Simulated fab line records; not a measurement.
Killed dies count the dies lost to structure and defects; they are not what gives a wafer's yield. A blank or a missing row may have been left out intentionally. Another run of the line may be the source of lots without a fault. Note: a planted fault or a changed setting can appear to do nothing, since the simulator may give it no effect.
fab line records :: flow n5_finfet
record:
  lots: 12
  wafers: 35
  last_day: 18
route steps=1938 shown BEOL_M15@1828 MIM_BOT@1832 MIM_TOP@1837 MIM_TOP_ETCH@1851 PASSIVATION@1936
lots with no fault: from the same line, run without faults
start_h: the number of hours between the record's first day and the start of the first shown wafer of the lot :: wait_h: time in hours since the lot's previous step :: " unchanged from the row above :: L1.1+2: several wafers, shown together as one row :: - value missing, or start not given :: * or withheld: withheld :: < > ~ a bound
route shown NAME@n: names a module that has steps shown in the file, with the first one's number in the route :: usual: average and standard deviation across the fault-free wafers :: same: alike in all rows :: chamber/n: place in a boat :: sites: per-site readings :: _std_site: their standard deviation :: _edge_site: inner sites' mean taken away from outer sites' mean :: radius_mm: how far each site lies from the wafer's centre :: mask NAME#n: copy n :: behind: the last tool/chamber to shape the wafer :: hold: reason for holding the lot/hours on hold/outcome of the hold :: device: transistor that didn't switch, given as n, p or np :: end of line: at the end of the route, the tests of the same wafers :: where a step has no rows: the recipe by itself :: killed: the dies lost at the first sort to structure and to defects; this is not the yield of the wafer :: map: a wafer's dies, marking killed ones x, the rest . and places with no die _
set.NAME: the setting as run; set.NAME@STEP: as run at that earlier step :: model.NAME: the simulator's own value behind a step, which no gauge read
the route's steps for a sample of lots (tables are steps, rows are wafers)
services: the hour from which a tool's chamber was out of use, counted from the record's first day as start_h (under 0 if before that day), plus the number of hours and why
== steps ==
step: N5_BEOL_M15_RS_MEAS_54
recipe:
  thk_meas_gauge: four-point-probe
  reads: Cu_of_BEOL_M15_ECD_47+Ta_of_BEOL_M15_SPUTTER_44+TaN_of_BEOL_M15_SPUTTER_43
usual:
  M15_RS: 0.0214/0.00046
lot.wafer: L280.1
tool: film_metro-01
chamber: -
start_h: 254.73
wait_h: 0.0
M15_RS[ohm/sq]: 0.0213

lot.wafer: L280.5
tool: film_metro-01
chamber: -
start_h: 254.73
wait_h: 0.0
M15_RS[ohm/sq]: 0.0216

lot.wafer: L280.6
tool: film_metro-01
chamber: -
start_h: 254.73
wait_h: 0.0
M15_RS[ohm/sq]: 0.0213

lot.wafer: L283.1
tool: film_metro-01
chamber: -
start_h: 282.63
wait_h: 0.0
M15_RS[ohm/sq]: 0.0215

lot.wafer: L283.4
tool: film_metro-01
chamber: -
start_h: 282.63
wait_h: 0.0
M15_RS[ohm/sq]: 0.0213

lot.wafer: L283.5
tool: film_metro-01
chamber: -
start_h: 282.63
wait_h: 0.0
M15_RS[ohm/sq]: 0.0212

lot.wafer: L282.3
tool: film_metro-02
chamber: -
start_h: 285.94
wait_h: 0.1
M15_RS[ohm/sq]: 0.0214

lot.wafer: L282.5
tool: film_metro-02
chamber: -
start_h: 285.94
wait_h: 0.1
M15_RS[ohm/sq]: 0.0210

lot.wafer: L284.1
tool: film_metro-02
chamber: -
start_h: 288.01
wait_h: 0.0
M15_RS[ohm/sq]: 0.0215

lot.wafer: L284.3
tool: film_metro-02
chamber: -
start_h: 288.01
wait_h: 0.0
M15_RS[ohm/sq]: 0.0217

lot.wafer: L284.5
tool: film_metro-02
chamber: -
start_h: 288.01
wait_h: 0.0
M15_RS[ohm/sq]: 0.0216

lot.wafer: L286.3
tool: film_metro-02
chamber: -
start_h: 302.33
wait_h: 0.1
M15_RS[ohm/sq]: 0.0216

lot.wafer: L286.5
tool: film_metro-02
chamber: -
start_h: 302.33
wait_h: 0.1
M15_RS[ohm/sq]: 0.0216

lot.wafer: L286.6
tool: film_metro-02
chamber: -
start_h: 302.33
wait_h: 0.1
M15_RS[ohm/sq]: 0.0220

lot.wafer: L289.1
tool: film_metro-02
chamber: -
start_h: 308.18
wait_h: 0.0
M15_RS[ohm/sq]: 0.0215

lot.wafer: L289.2
tool: film_metro-02
chamber: -
start_h: 308.18
wait_h: 0.0
M15_RS[ohm/sq]: 0.0215

lot.wafer: L289.3
tool: film_metro-02
chamber: -
start_h: 308.18
wait_h: 0.0
M15_RS[ohm/sq]: 0.0214

lot.wafer: L288.1
tool: film_metro-01
chamber: -
start_h: 333.27
wait_h: 0.0
M15_RS[ohm/sq]: 0.0217

lot.wafer: L288.4
tool: film_metro-01
chamber: -
start_h: 333.27
wait_h: 0.0
M15_RS[ohm/sq]: 0.0211

lot.wafer: L288.5
tool: film_metro-01
chamber: -
start_h: 333.27
wait_h: 0.0
M15_RS[ohm/sq]: 0.0211

lot.wafer: L290.2
tool: film_metro-01
chamber: -
start_h: 355.58
wait_h: 0.1
M15_RS[ohm/sq]: 0.0216

lot.wafer: L290.4
tool: film_metro-01
chamber: -
start_h: 355.58
wait_h: 0.1
M15_RS[ohm/sq]: 0.0210

lot.wafer: L290.5
tool: film_metro-01
chamber: -
start_h: 355.58
wait_h: 0.1
M15_RS[ohm/sq]: 0.0216

lot.wafer: L294.3
tool: film_metro-01
chamber: -
start_h: 355.63
wait_h: 0.1
M15_RS[ohm/sq]: 0.0217

lot.wafer: L294.4
tool: film_metro-01
chamber: -
start_h: 355.63
wait_h: 0.1
M15_RS[ohm/sq]: 0.0213

lot.wafer: L294.5
tool: film_metro-01
chamber: -
start_h: 355.63
wait_h: 0.1
M15_RS[ohm/sq]: 0.0207

lot.wafer: L293.1
tool: film_metro-02
chamber: -
start_h: 364.77
wait_h: 0.0
M15_RS[ohm/sq]: 0.0220

lot.wafer: L293.2
tool: film_metro-02
chamber: -
start_h: 364.77
wait_h: 0.0
M15_RS[ohm/sq]: 0.0217

lot.wafer: L293.5
tool: film_metro-02
chamber: -
start_h: 364.77
wait_h: 0.0
M15_RS[ohm/sq]: 0.0218

lot.wafer: L301.1
tool: film_metro-02
chamber: -
start_h: 402.64
wait_h: 0.0
M15_RS[ohm/sq]: 0.0217

lot.wafer: L301.4
tool: film_metro-02
chamber: -
start_h: 402.64
wait_h: 0.0
M15_RS[ohm/sq]: 0.0214

lot.wafer: L301.6
tool: film_metro-02
chamber: -
start_h: 402.64
wait_h: 0.0
M15_RS[ohm/sq]: 0.0210

lot.wafer: L302.2
tool: film_metro-01
chamber: -
start_h: 410.88
wait_h: 0.1
M15_RS[ohm/sq]: 0.0212

lot.wafer: L302.3
tool: film_metro-01
chamber: -
start_h: 410.88
wait_h: 0.1
M15_RS[ohm/sq]: 0.0218

lot.wafer: L302.4
tool: film_metro-01
chamber: -
start_h: 410.88
wait_h: 0.1
M15_RS[ohm/sq]: 0.0209
step: N5_MIM_BOT_DEGAS_01
recipe:
  ambient: vacuum
  temp_c: 300
  time_s: 60
usual:
  heater_power_w: 455/49
lot.wafer: L280.1
tool: pvd_sputter-01
chamber: -
start_h: 257.65
wait_h: 1.9
heater_power_w: 483

lot.wafer: L280.5
tool: pvd_sputter-01
chamber: -
start_h: 257.65
wait_h: 1.9
heater_power_w: 492

lot.wafer: L280.6
tool: pvd_sputter-01
chamber: -
start_h: 257.65
wait_h: 1.9
heater_power_w: 417

lot.wafer: L283.1
tool: pvd_sputter-01
chamber: -
start_h: 284.10
wait_h: 0.4
heater_power_w: 491

lot.wafer: L283.4
tool: pvd_sputter-01
chamber: -
start_h: 284.10
wait_h: 0.4
heater_power_w: 504

lot.wafer: L283.5
tool: pvd_sputter-01
chamber: -
start_h: 284.10
wait_h: 0.4
heater_power_w: 411

lot.wafer: L282.3
tool: pvd_sputter-01
chamber: -
start_h: 287.36
wait_h: 0.4
heater_power_w: 528

lot.wafer: L282.5
tool: pvd_sputter-01
chamber: -
start_h: 287.36
wait_h: 0.4
heater_power_w: 440

lot.wafer: L284.1
tool: pvd_sputter-02
chamber: -
start_h: 289.82
wait_h: 0.8
heater_power_w: 485

lot.wafer: L284.3
tool: pvd_sputter-02
chamber: -
start_h: 289.82
wait_h: 0.8
heater_power_w: 471

lot.wafer: L284.5
tool: pvd_sputter-02
chamber: -
start_h: 289.82
wait_h: 0.8
heater_power_w: 382

lot.wafer: L286.3
tool: pvd_sputter-03
chamber: -
start_h: 303.41
wait_h: 0.0
heater_power_w: 507

lot.wafer: L286.5
tool: pvd_sputter-03
chamber: -
start_h: 303.41
wait_h: 0.0
heater_power_w: 447

lot.wafer: L286.6
tool: pvd_sputter-03
chamber: -
start_h: 303.41
wait_h: 0.0
heater_power_w: 528

lot.wafer: L289.1
tool: pvd_sputter-03
chamber: -
start_h: 309.81
wait_h: 0.6
heater_power_w: 545

lot.wafer: L289.2
tool: pvd_sputter-03
chamber: -
start_h: 309.81
wait_h: 0.6
heater_power_w: 446

lot.wafer: L289.3
tool: pvd_sputter-03
chamber: -
start_h: 309.81
wait_h: 0.6
heater_power_w: 402

lot.wafer: L288.1
tool: pvd_sputter-02
chamber: -
start_h: 335.01
wait_h: 0.7
heater_power_w: 380

lot.wafer: L288.4
tool: pvd_sputter-02
chamber: -
start_h: 335.01
wait_h: 0.7
heater_power_w: 380

lot.wafer: L288.5
tool: pvd_sputter-02
chamber: -
start_h: 335.01
wait_h: 0.7
heater_power_w: 450

lot.wafer: L290.2
tool: pvd_sputter-03
chamber: -
start_h: 357.06
wait_h: 0.4
heater_power_w: 457

lot.wafer: L290.4
tool: pvd_sputter-03
chamber: -
start_h: 357.06
wait_h: 0.4
heater_power_w: 400

lot.wafer: L290.5
tool: pvd_sputter-03
chamber: -
start_h: 357.06
wait_h: 0.4
heater_power_w: 448

lot.wafer: L294.3
tool: pvd_sputter-02
chamber: -
start_h: 357.09
wait_h: 0.4
heater_power_w: 383

lot.wafer: L294.4
tool: pvd_sputter-02
chamber: -
start_h: 357.09
wait_h: 0.4
heater_power_w: 460

lot.wafer: L294.5
tool: pvd_sputter-02
chamber: -
start_h: 357.09
wait_h: 0.4
heater_power_w: 382

lot.wafer: L293.1
tool: pvd_sputter-01
chamber: -
start_h: 366.11
wait_h: 0.3
heater_power_w: 451

lot.wafer: L293.2
tool: pvd_sputter-01
chamber: -
start_h: 366.11
wait_h: 0.3
heater_power_w: 423

lot.wafer: L293.5
tool: pvd_sputter-01
chamber: -
start_h: 366.11
wait_h: 0.3
heater_power_w: 403

lot.wafer: L301.1
tool: pvd_sputter-02
chamber: -
start_h: 405.05
wait_h: 1.4
heater_power_w: 467

lot.wafer: L301.4
tool: pvd_sputter-02
chamber: -
start_h: 405.05
wait_h: 1.4
heater_power_w: 380

lot.wafer: L301.6
tool: pvd_sputter-02
chamber: -
start_h: 405.05
wait_h: 1.4
heater_power_w: 382

lot.wafer: L302.2
tool: pvd_sputter-03
chamber: -
start_h: 413.08
wait_h: 1.2
heater_power_w: 436

lot.wafer: L302.3
tool: pvd_sputter-03
chamber: -
start_h: 413.08
wait_h: 1.2
heater_power_w: 399

lot.wafer: L302.4
tool: pvd_sputter-03
chamber: -
start_h: 413.08
wait_h: 1.2
heater_power_w: 522
step: N5_MIM_TOP_DEGAS_04
recipe:
  ambient: vacuum
  temp_c: 300
  time_s: 60
usual:
  heater_power_w: 454/46
lot.wafer: L280.1
tool: pvd_sputter-01
chamber: -
start_h: 258.75
wait_h: -
heater_power_w: 506

lot.wafer: L280.5
tool: pvd_sputter-01
chamber: -
start_h: 258.75
wait_h: -
heater_power_w: 416

lot.wafer: L280.6
tool: pvd_sputter-01
chamber: -
start_h: 258.75
wait_h: -
heater_power_w: 521

lot.wafer: L283.1
tool: pvd_sputter-03
chamber: -
start_h: 286.57
wait_h: -
heater_power_w: 519

lot.wafer: L283.4
tool: pvd_sputter-03
chamber: -
start_h: 286.57
wait_h: -
heater_power_w: 438

lot.wafer: L283.5
tool: pvd_sputter-03
chamber: -
start_h: 286.57
wait_h: -
heater_power_w: 381

lot.wafer: L282.3
tool: pvd_sputter-01
chamber: -
start_h: 287.96
wait_h: -
heater_power_w: 412

lot.wafer: L282.5
tool: pvd_sputter-01
chamber: -
start_h: 287.96
wait_h: -
heater_power_w: 471

lot.wafer: L284.1
tool: pvd_sputter-02
chamber: -
start_h: 291.16
wait_h: -
heater_power_w: 499

lot.wafer: L284.3
tool: pvd_sputter-02
chamber: -
start_h: 291.16
wait_h: -
heater_power_w: 385

lot.wafer: L284.5
tool: pvd_sputter-02
chamber: -
start_h: 291.16
wait_h: -
heater_power_w: 373

lot.wafer: L286.3
tool: pvd_sputter-02
chamber: -
start_h: 305.93
wait_h: -
heater_power_w: 382

lot.wafer: L286.5
tool: pvd_sputter-02
chamber: -
start_h: 305.93
wait_h: -
heater_power_w: 379

lot.wafer: L286.6
tool: pvd_sputter-02
chamber: -
start_h: 305.93
wait_h: -
heater_power_w: 488

lot.wafer: L289.1
tool: pvd_sputter-03
chamber: -
start_h: 310.63
wait_h: -
heater_power_w: 389

lot.wafer: L289.2
tool: pvd_sputter-03
chamber: -
start_h: 310.63
wait_h: -
heater_power_w: 523

lot.wafer: L289.3
tool: pvd_sputter-03
chamber: -
start_h: 310.63
wait_h: -
heater_power_w: 400

lot.wafer: L288.1
tool: pvd_sputter-02
chamber: -
start_h: 339.67
wait_h: -
heater_power_w: 460

lot.wafer: L288.4
tool: pvd_sputter-02
chamber: -
start_h: 339.67
wait_h: -
heater_power_w: 484

lot.wafer: L288.5
tool: pvd_sputter-02
chamber: -
start_h: 339.67
wait_h: -
heater_power_w: 387

lot.wafer: L290.2
tool: pvd_sputter-03
chamber: -
start_h: 362.29
wait_h: -
heater_power_w: 409

lot.wafer: L290.4
tool: pvd_sputter-03
chamber: -
start_h: 362.29
wait_h: -
heater_power_w: 537

lot.wafer: L290.5
tool: pvd_sputter-03
chamber: -
start_h: 362.29
wait_h: -
heater_power_w: 400

lot.wafer: L294.3
tool: pvd_sputter-03
chamber: -
start_h: 362.41
wait_h: -
heater_power_w: 383

lot.wafer: L294.4
tool: pvd_sputter-03
chamber: -
start_h: 362.41
wait_h: -
heater_power_w: 521

lot.wafer: L294.5
tool: pvd_sputter-03
chamber: -
start_h: 362.41
wait_h: -
heater_power_w: 522

lot.wafer: L293.1
tool: pvd_sputter-01
chamber: -
start_h: 366.85
wait_h: -
heater_power_w: 410

lot.wafer: L293.2
tool: pvd_sputter-01
chamber: -
start_h: 366.85
wait_h: -
heater_power_w: 485

lot.wafer: L293.5
tool: pvd_sputter-01
chamber: -
start_h: 366.85
wait_h: -
heater_power_w: 463

lot.wafer: L301.1
tool: pvd_sputter-01
chamber: -
start_h: 405.95
wait_h: -
heater_power_w: 506

lot.wafer: L301.4
tool: pvd_sputter-01
chamber: -
start_h: 405.95
wait_h: -
heater_power_w: 462

lot.wafer: L301.6
tool: pvd_sputter-01
chamber: -
start_h: 405.95
wait_h: -
heater_power_w: 460

lot.wafer: L302.2
tool: pvd_sputter-03
chamber: -
start_h: 414.42
wait_h: -
heater_power_w: 393

lot.wafer: L302.3
tool: pvd_sputter-03
chamber: -
start_h: 414.42
wait_h: -
heater_power_w: 447

lot.wafer: L302.4
tool: pvd_sputter-03
chamber: -
start_h: 414.42
wait_h: -
heater_power_w: 391
step: N5_MIM_TOP_ETCH_ETCH_00
recipe:
  chemistry: Cl2/BCl3
  target: TiN
  target_depth_a: 385
  ion_energy_ev: 150
  pressure_mtorr: 10
  icp_w: 1000
  bias_w: 126
  Cl2_flow_sccm: 53.25
  bcl3_flow_sccm: 21.75
  Ar_flow_sccm: 25
usual:
  bias_w: 126.0/0.39
  drypump_motor_current_A: 5.9/0.54
  oes_ar_750_au: 0.87/0.092
  oes_product_au: 0.87/0.096
  throttle_valve_pct: 22.61/0.23
lot.wafer: L280.1
tool: rie_metal-02
chamber: 0
start_h: 259.48
wait_h: 0.1
bias_w: 126.1
drypump_motor_current_A: 6.5
oes_ar_750_au: 0.91
oes_product_au: 0.93
rf_hours_counter_h: 5
throttle_valve_pct: 22.68

lot.wafer: L280.5
tool: rie_metal-02
chamber: 0
start_h: 259.48
wait_h: 0.1
bias_w: 126.1
drypump_motor_current_A: 6.5
oes_ar_750_au: 0.91
oes_product_au: 0.93
rf_hours_counter_h: -
throttle_valve_pct: 22.70

lot.wafer: L280.6
tool: rie_metal-02
chamber: 0
start_h: 259.48
wait_h: 0.1
bias_w: 125.6
drypump_motor_current_A: 6.5
oes_ar_750_au: 0.91
oes_product_au: 0.93
rf_hours_counter_h: -
throttle_valve_pct: 22.68

lot.wafer: L283.1
tool: rie_metal-02
chamber: 0
start_h: 288.30
wait_h: 0.1
bias_w: 126.0
drypump_motor_current_A: 6.5
oes_ar_750_au: 0.89
oes_product_au: 0.91
rf_hours_counter_h: 7
throttle_valve_pct: 22.69

lot.wafer: L283.4
tool: rie_metal-02
chamber: 0
start_h: 288.30
wait_h: 0.1
bias_w: 126.9
drypump_motor_current_A: 6.5
oes_ar_750_au: 0.90
oes_product_au: 0.92
rf_hours_counter_h: -
throttle_valve_pct: 22.72

lot.wafer: L283.5
tool: rie_metal-02
chamber: 1
start_h: 288.30
wait_h: 0.1
bias_w: 126.5
drypump_motor_current_A: 6.2
oes_ar_750_au: 0.94
oes_product_au: 0.93
rf_hours_counter_h: -
throttle_valve_pct: 22.61

lot.wafer: L282.3
tool: rie_metal-01
chamber: 0
start_h: 289.07
wait_h: 0.1
bias_w: 125.4
drypump_motor_current_A: 4.9
oes_ar_750_au: 0.68
oes_product_au: 0.64
rf_hours_counter_h: -
throttle_valve_pct: 22.57

lot.wafer: L282.5
tool: rie_metal-01
chamber: 0
start_h: 289.07
wait_h: 0.1
bias_w: 125.6
drypump_motor_current_A: 4.8
oes_ar_750_au: 0.67
oes_product_au: 0.64
rf_hours_counter_h: -
throttle_valve_pct: 22.58

lot.wafer: L284.1
tool: rie_metal-02
chamber: 1
start_h: 292.11
wait_h: 0.1
bias_w: 126.4
drypump_motor_current_A: 6.2
oes_ar_750_au: 0.94
oes_product_au: 0.93
rf_hours_counter_h: 2
throttle_valve_pct: 22.62

lot.wafer: L284.3
tool: rie_metal-02
chamber: 0
start_h: 292.11
wait_h: 0.1
bias_w: 125.4
drypump_motor_current_A: 6.5
oes_ar_750_au: 0.89
oes_product_au: 0.90
rf_hours_counter_h: -
throttle_valve_pct: 22.69

lot.wafer: L284.5
tool: rie_metal-02
chamber: 1
start_h: 292.11
wait_h: 0.1
bias_w: 126.2
drypump_motor_current_A: 6.2
oes_ar_750_au: 0.94
oes_product_au: 0.92
rf_hours_counter_h: -
throttle_valve_pct: 22.62

lot.wafer: L286.3
tool: rie_metal-01
chamber: 0
start_h: 307.07
wait_h: 0.1
bias_w: 126.1
drypump_motor_current_A: 4.8
oes_ar_750_au: 0.67
oes_product_au: 0.63
rf_hours_counter_h: -
throttle_valve_pct: 22.57

lot.wafer: L286.5
tool: rie_metal-01
chamber: 0
start_h: 307.07
wait_h: 0.1
bias_w: 126.2
drypump_motor_current_A: 4.8
oes_ar_750_au: 0.67
oes_product_au: 0.64
rf_hours_counter_h: -
throttle_valve_pct: 22.58

lot.wafer: L286.6
tool: rie_metal-01
chamber: 1
start_h: 307.07
wait_h: 0.1
bias_w: 126.1
drypump_motor_current_A: 5.8
oes_ar_750_au: 0.77
oes_product_au: 0.76
rf_hours_counter_h: -
throttle_valve_pct: 22.42

lot.wafer: L289.1
tool: rie_metal-01
chamber: 1
start_h: 311.24
wait_h: 0.1
bias_w: 125.4
drypump_motor_current_A: 5.8
oes_ar_750_au: 0.76
oes_product_au: 0.77
rf_hours_counter_h: 49
throttle_valve_pct: 22.42

lot.wafer: L289.2
tool: rie_metal-01
chamber: 1
start_h: 311.24
wait_h: 0.1
bias_w: 125.8
drypump_motor_current_A: 5.8
oes_ar_750_au: 0.76
oes_product_au: 0.77
rf_hours_counter_h: -
throttle_valve_pct: 22.41

lot.wafer: L289.3
tool: rie_metal-01
chamber: 1
start_h: 311.24
wait_h: 0.1
bias_w: 126.0
drypump_motor_current_A: 5.8
oes_ar_750_au: 0.76
oes_product_au: 0.78
rf_hours_counter_h: -
throttle_valve_pct: 22.46

lot.wafer: L288.1
tool: rie_metal-02
chamber: 0
start_h: 340.42
wait_h: 0.1
bias_w: 126.1
drypump_motor_current_A: 6.5
oes_ar_750_au: 0.88
oes_product_au: 0.89
rf_hours_counter_h: 10
throttle_valve_pct: 22.68

lot.wafer: L288.4
tool: rie_metal-02
chamber: 0
start_h: 340.42
wait_h: 0.1
bias_w: 126.3
drypump_motor_current_A: 6.5
oes_ar_750_au: 0.88
oes_product_au: 0.89
rf_hours_counter_h: -
throttle_valve_pct: 22.68

lot.wafer: L288.5
tool: rie_metal-02
chamber: 0
start_h: 340.42
wait_h: 0.1
bias_w: 126.5
drypump_motor_current_A: 6.5
oes_ar_750_au: 0.88
oes_product_au: 0.89
rf_hours_counter_h: -
throttle_valve_pct: 22.71

lot.wafer: L290.2
tool: rie_metal-01
chamber: 0
start_h: 363.12
wait_h: 0.1
bias_w: 125.6
drypump_motor_current_A: 4.8
oes_ar_750_au: 1.01
oes_product_au: 1.00
rf_hours_counter_h: 1
throttle_valve_pct: 22.13

lot.wafer: L290.4
tool: rie_metal-01
chamber: 0
start_h: 363.12
wait_h: 0.1
bias_w: 124.9
drypump_motor_current_A: 4.8
oes_ar_750_au: 1.02
oes_product_au: 1.00
rf_hours_counter_h: -
throttle_valve_pct: 22.16

lot.wafer: L290.5
tool: rie_metal-01
chamber: 1
start_h: 363.12
wait_h: 0.1
bias_w: 120.7
drypump_motor_current_A: 5.8
oes_ar_750_au: 0.76
oes_product_au: 0.75
rf_hours_counter_h: -
throttle_valve_pct: 22.45

lot.wafer: L294.3
tool: rie_metal-03
chamber: 0
start_h: 363.29
wait_h: 0.1
bias_w: 126.5
drypump_motor_current_A: 5.9
oes_ar_750_au: 0.99
oes_product_au: 1.02
rf_hours_counter_h: -
throttle_valve_pct: 22.82

lot.wafer: L294.4
tool: rie_metal-03
chamber: 1
start_h: 363.29
wait_h: 0.1
bias_w: 125.7
drypump_motor_current_A: 5.4
oes_ar_750_au: 0.85
oes_product_au: 0.85
rf_hours_counter_h: -
throttle_valve_pct: 22.82

lot.wafer: L294.5
tool: rie_metal-03
chamber: 0
start_h: 363.29
wait_h: 0.1
bias_w: 126.2
drypump_motor_current_A: 5.9
oes_ar_750_au: 1.00
oes_product_au: 1.03
rf_hours_counter_h: -
throttle_valve_pct: 22.82

lot.wafer: L293.1
tool: rie_metal-01
chamber: 1
start_h: 367.46
wait_h: 0.1
bias_w: 121.3
drypump_motor_current_A: 5.8
oes_ar_750_au: 0.76
oes_product_au: 0.75
rf_hours_counter_h: 54
throttle_valve_pct: 22.45

lot.wafer: L293.2
tool: rie_metal-01
chamber: 0
start_h: 367.46
wait_h: 0.1
bias_w: 126.1
drypump_motor_current_A: 4.8
oes_ar_750_au: 1.00
oes_product_au: 0.99
rf_hours_counter_h: 2
throttle_valve_pct: 22.14

lot.wafer: L293.5
tool: rie_metal-01
chamber: 1
start_h: 367.46
wait_h: 0.1
bias_w: 121.3
drypump_motor_current_A: 5.8
oes_ar_750_au: 0.75
oes_product_au: 0.75
rf_hours_counter_h: -
throttle_valve_pct: 22.42

lot.wafer: L301.1
tool: rie_metal-02
chamber: 1
start_h: 406.70
wait_h: 0.1
bias_w: 126.2
drypump_motor_current_A: 6.2
oes_ar_750_au: 0.87
oes_product_au: 0.84
rf_hours_counter_h: 15
throttle_valve_pct: 22.62

lot.wafer: L301.4
tool: rie_metal-02
chamber: 0
start_h: 406.70
wait_h: 0.1
bias_w: 125.6
drypump_motor_current_A: 6.5
oes_ar_750_au: 0.84
oes_product_au: 0.85
rf_hours_counter_h: -
throttle_valve_pct: 22.71

lot.wafer: L301.6
tool: rie_metal-02
chamber: 0
start_h: 406.70
wait_h: 0.1
bias_w: 125.7
drypump_motor_current_A: 6.5
oes_ar_750_au: 0.85
oes_product_au: 0.84
rf_hours_counter_h: -
throttle_valve_pct: 22.72

lot.wafer: L302.2
tool: rie_metal-03
chamber: 1
start_h: 415.50
wait_h: 0.1
bias_w: 126.0
drypump_motor_current_A: 5.4
oes_ar_750_au: 0.84
oes_product_au: 0.82
rf_hours_counter_h: 35
throttle_valve_pct: 22.81

lot.wafer: L302.3
tool: rie_metal-03
chamber: 1
start_h: 415.50
wait_h: 0.1
bias_w: 126.0
drypump_motor_current_A: 5.4
oes_ar_750_au: 0.84
oes_product_au: 0.83
rf_hours_counter_h: -
throttle_valve_pct: 22.82

lot.wafer: L302.4
tool: rie_metal-03
chamber: 0
start_h: 415.50
wait_h: 0.1
bias_w: 126.3
drypump_motor_current_A: 5.9
oes_ar_750_au: 0.90
oes_product_au: 0.94
rf_hours_counter_h: -
throttle_valve_pct: 22.83
step: N5_PASSIVATION_PROBE_49
usual:
  defect_limited_yield: 91.0/1.4
  killed_at_M0_to_M3: 35/10
  killed_at_M4_up: 14/5.5
  killed_at_contacts: 13/5.6
  killed_at_front_end: 41/11
  killed_at_other: 4/3.4
  killed_dies: 106/16
  killed_open: 68/12
  killed_short: 35/7.3
  sort_bin_4_leakage: 0.3/2.1
  sort_bin_5_function: 5.3/0.89
  sort_bin_6_memory: 3.4/0.67
  sort_bin_8_speed: 0.01/0.11
  sort_n_pass: 1070/28
  sort_yield_pct: 90.7/2.4
same:
  gross_dies: 1180
  killed_at_back_side: 0
lot.wafer: L283.1
tool: prober-01
chamber: -
start_h: 301.42
wait_h: 0.0
defect_limited_yield[%]: 90.1
killed_at_M0_to_M3: 53
killed_at_M4_up: 15
killed_at_contacts: 3
killed_at_front_end: 41
killed_at_other: 5
killed_dies: 117
killed_open: 73
killed_short: 39
sort_bin_4_leakage[%]: 0
sort_bin_5_function[%]: 6.1
sort_bin_6_memory[%]: 3.5
sort_bin_8_speed[%]: 0
sort_n_pass: 1063
sort_yield_pct[%]: 90.1

lot.wafer: L283.4
tool: prober-01
chamber: -
start_h: 301.57
wait_h: 0.2
defect_limited_yield[%]: 89.5
killed_at_M0_to_M3: 38
killed_at_M4_up: 9
killed_at_contacts: 11
killed_at_front_end: 64
killed_at_other: 2
killed_dies: 124
killed_open: 81
killed_short: 41
sort_bin_4_leakage[%]: 0
sort_bin_5_function[%]: 6.3
sort_bin_6_memory[%]: 3.8
sort_bin_8_speed[%]: 0
sort_n_pass: 1056
sort_yield_pct[%]: 89.5

lot.wafer: L283.5
tool: prober-01
chamber: -
start_h: 301.62
wait_h: 0.2
defect_limited_yield[%]: 91.5
killed_at_M0_to_M3: 44
killed_at_M4_up: 6
killed_at_contacts: 16
killed_at_front_end: 34
killed_at_other: 0
killed_dies: 100
killed_open: 70
killed_short: 25
sort_bin_4_leakage[%]: 0
sort_bin_5_function[%]: 5.4
sort_bin_6_memory[%]: 2.6
sort_bin_8_speed[%]: 0
sort_n_pass: 1080
sort_yield_pct[%]: 91.5
killed by level:class
L283.1 STI_FIN_REVEAL:geometric_particle:open=13 BEOL_M0_SAQP:geometric_particle:open=11 BEOL_M1:geometric_particle:open=11 DUMMY_GATE:geometric_particle:short=8 BEOL_M0_SAQP:geometric_particle:short=8 BEOL_M1:geometric_particle:short=6 BEOL_M4:geometric_particle:open=5 DUMMY_GATE:geometric_particle:open=5
L283.4 DUMMY_GATE:geometric_particle:open=15 STI_FIN_REVEAL:geometric_particle:open=13 MOL_CONTACT_COAG:geometric_particle:open=9 BEOL_M0_SAQP:geometric_particle:short=9 BEOL_M0_SAQP:geometric_particle:open=8 BEOL_M2:geometric_particle:open=7 FIN_SAQP:geometric_particle:short=6 GATE_CUT:geometric_particle:open=5
L283.5 MOL_CONTACT_COAG:geometric_particle:open=12 BEOL_M1:geometric_particle:open=10 BEOL_M0_SAQP:geometric_particle:open=10 BEOL_M3:geometric_particle:open=8 STI_FIN_REVEAL:geometric_particle:open=7 FIN_SAQP:geometric_particle:short=6 BEOL_M0_SAQP:geometric_particle:short=6 BEOL_M2:geometric_particle:open=5
== services ==
tool: rie_metal-01
chamber: 1
start_h: 235.56
hours: 4.2
kind: repair

tool: rie_metal-02
chamber: 1
start_h: 246.69
hours: -
kind: clean

tool: rie_metal-02
chamber: 1
start_h: 246.69
hours: 13.6
kind: scheduled_down

tool: rie_metal-02
chamber: 1
start_h: 246.69
hours: 13.6
kind: vent_cycle

tool: rie_metal-02
chamber: -
start_h: 279.08
hours: 0.3
kind: repair

tool: rie_metal-01
chamber: 0
start_h: 310.11
hours: 4.5
kind: repair

tool: pvd_sputter-03
chamber: -
start_h: 316.53
hours: 4.6
kind: repair

tool: rie_metal-01
chamber: 0
start_h: 323.34
hours: -
kind: clean

tool: rie_metal-01
chamber: 0
start_h: 323.34
hours: 18.6
kind: scheduled_down

tool: rie_metal-01
chamber: 0
start_h: 323.34
hours: 18.6
kind: vent_cycle

tool: rie_metal-03
chamber: 0
start_h: 331.76
hours: -
kind: clean

tool: rie_metal-03
chamber: 0
start_h: 331.76
hours: 26.2
kind: scheduled_down

tool: rie_metal-03
chamber: 0
start_h: 331.76
hours: 26.2
kind: vent_cycle

tool: pvd_sputter-02
chamber: -
start_h: 361.06
hours: 3.8
kind: repair

tool: pvd_sputter-01
chamber: -
start_h: 402.82
hours: 1.1
kind: repair
== key ==
first_sign:
  step: N5_MIM_TOP_ETCH_ETCH_00
  reading: bias_w
  direction: down
  sigmas: 12
  usual: *
  struck: *
effect none on later readings
met_at N5_MIM_TOP_ETCH_ETCH_00
struck_lots L290,L293
struck_wafers L290.5,L293.1,L293.5
not_acting_at N5_BEOL_M15_RS_MEAS_54,N5_MIM_BOT_DEGAS_01,N5_MIM_TOP_DEGAS_04
onset_between 311.24 363.12
fault:
  kind: process_parameter_drift
  tool: rie_metal-01
  chamber: 1
  onset_h: 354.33
  steps: N5_MIM_TOP_ETCH_ETCH_00
  channel: bias_w
  offset: *
  shape: step
  end_h: 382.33
  acts_in: *
  stated: *
